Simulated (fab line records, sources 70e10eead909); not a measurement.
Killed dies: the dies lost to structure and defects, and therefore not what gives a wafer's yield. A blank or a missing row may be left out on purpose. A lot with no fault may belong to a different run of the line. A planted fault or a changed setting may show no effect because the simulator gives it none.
Matching of chambers	flow nand harc	3 sister chambers for NHARC_P_M1_PRE_CLEAN_32 on pecvd-01
The step time 12 s. 3 wafers are shown with their chamber, then 7 later ones without.

EACH WAFER AND ITS CHAMBER
wafer	chamber	heater power w (W)
L080.1	2	577
L081.2	0	622
L081.3	1	701

WAFERS WHOSE CHAMBER IS MISSING
wafer	heater power w (W)
L081.5	627
L082.1	660
L082.3	727
L082.6	529
L087.4	652
L087.5	641
L087.6	511

WHICH CHAMBER EACH ONE RAN IN
wafer	from the rows above	in truth
L081.5	can't be placed: 0 or 2 or 1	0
L082.1	can't be placed: 0 or 1 or 2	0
L082.3	1	1
L082.6	can't be placed: 2 or 0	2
L087.4	can't be placed: 0 or 1 or 2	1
L087.5	can't be placed: 0 or 1 or 2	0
L087.6	can't be placed: 2 or 0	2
Correctly placed: 1 of 7. These rows do not allow placing 6 (true chamber among the candidates in 6). 0 placed wrongly.
How it was worked out, from the rows above alone: a wafer's distance from a chamber is the root of the sum, over the readings, of the square of ((its reading less the chamber's mean) divided by the reading's scatter). If the next closest chamber is less than 2 further off than the closest, the wafer can't be placed; otherwise it belongs to the closest. The mean given for a chamber averages the wafers shown for that chamber. The scatter (one wafer shown for each chamber): square how far every hidden wafer sits from the nearest shown wafer, average those squares and take the square root.
